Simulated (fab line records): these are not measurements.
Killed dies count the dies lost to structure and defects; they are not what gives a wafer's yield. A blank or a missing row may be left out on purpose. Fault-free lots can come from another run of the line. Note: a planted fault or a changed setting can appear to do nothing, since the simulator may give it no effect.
Chamber matching -- flow n5_finfet -- 4 sister chambers for N5_BEOL_M8_VIA_ETCH_34 on rie_diel-01
The step etches SiCOH lowk in C4F6/O2, target depth 125.5 nm, time 50.5 s. 20 wafers are shown with their chamber, then 10 later ones without.

== WAFERS WITH THEIR CHAMBER ==
wafer,chamber,drypump_motor_current_A (A),showerhead_plenum_p_Torr (Torr),throttle_valve_pct (%)
L078.3,3,5.3,2.94,20.97
L078.4,2,5.0,2.93,21.18
L078.5,2,5.0,2.93,21.17
L074.1,3,5.3,2.94,20.96
L074.5,1,5.2,2.88,20.88
L074.6,0,6.4,2.86,20.74
L084.1,0,6.4,2.86,20.74
L084.2,2,5.0,2.93,21.19
L084.6,1,5.2,2.88,20.89
L085.2,0,6.4,2.86,20.73
L085.3,1,5.2,2.88,20.89
L085.6,3,5.3,2.94,20.98
L088.2,0,6.4,2.85,20.76
L088.3,1,5.2,2.87,20.94
L088.5,0,6.3,2.85,20.77
L092.3,0,6.3,2.85,20.76
L092.4,3,5.3,2.93,21.01
L092.6,1,5.2,2.87,20.92
L093.1,0,6.4,2.85,20.78
L093.2,3,5.3,2.93,21.00

SIGNATURES, as means of the wafers listed above
reading,chamber 0,chamber 1,chamber 2,chamber 3,scatter within a chamber
drypump_motor_current_A,6.371,5.200,5.000,5.300,0.0299
showerhead_plenum_p_Torr,2.8543,2.8760,2.9300,2.9360,0.00507
throttle_valve_pct,20.7543,20.9040,21.1800,20.9840,0.02
Rule: distance of a wafer from a chamber = root of the sum over the readings of ((wafer's reading minus chamber's mean) / reading's scatter) squared. If the next closest chamber is less than 2 further off than the closest, the wafer can't be placed; otherwise it belongs to the closest. The scatter: take each reading less its chamber's mean, square it, sum over the shown wafers, divide by the number of wafers less the number of chambers, and take the root.

== WAFERS WHOSE CHAMBER IS MISSING ==
wafer,drypump_motor_current_A (A),showerhead_plenum_p_Torr (Torr),throttle_valve_pct (%)
L093.4,5.0,2.92,21.22
L094.1,6.3,2.85,20.77
L094.2,5.3,2.93,21.02
L094.5,5.2,2.87,20.94
L095.2,5.2,2.87,20.94
L095.3,5.3,2.93,21.03
L095.4,6.4,2.85,20.78
L096.2,6.4,2.84,20.78
L096.3,5.3,2.93,21.01
L096.4,4.9,2.92,21.23

== EACH ONE'S CHAMBER ==
wafer,from the rows above,in truth
L093.4,2,2
L094.1,0,0
L094.2,3,3
L094.5,1,1
L095.2,1,1
L095.3,3,3
L095.4,0,0
L096.2,0,0
L096.3,3,3
L096.4,2,2
10 of 10 placed correctly. Left unplaced by these rows: 0. 0 placed wrongly.
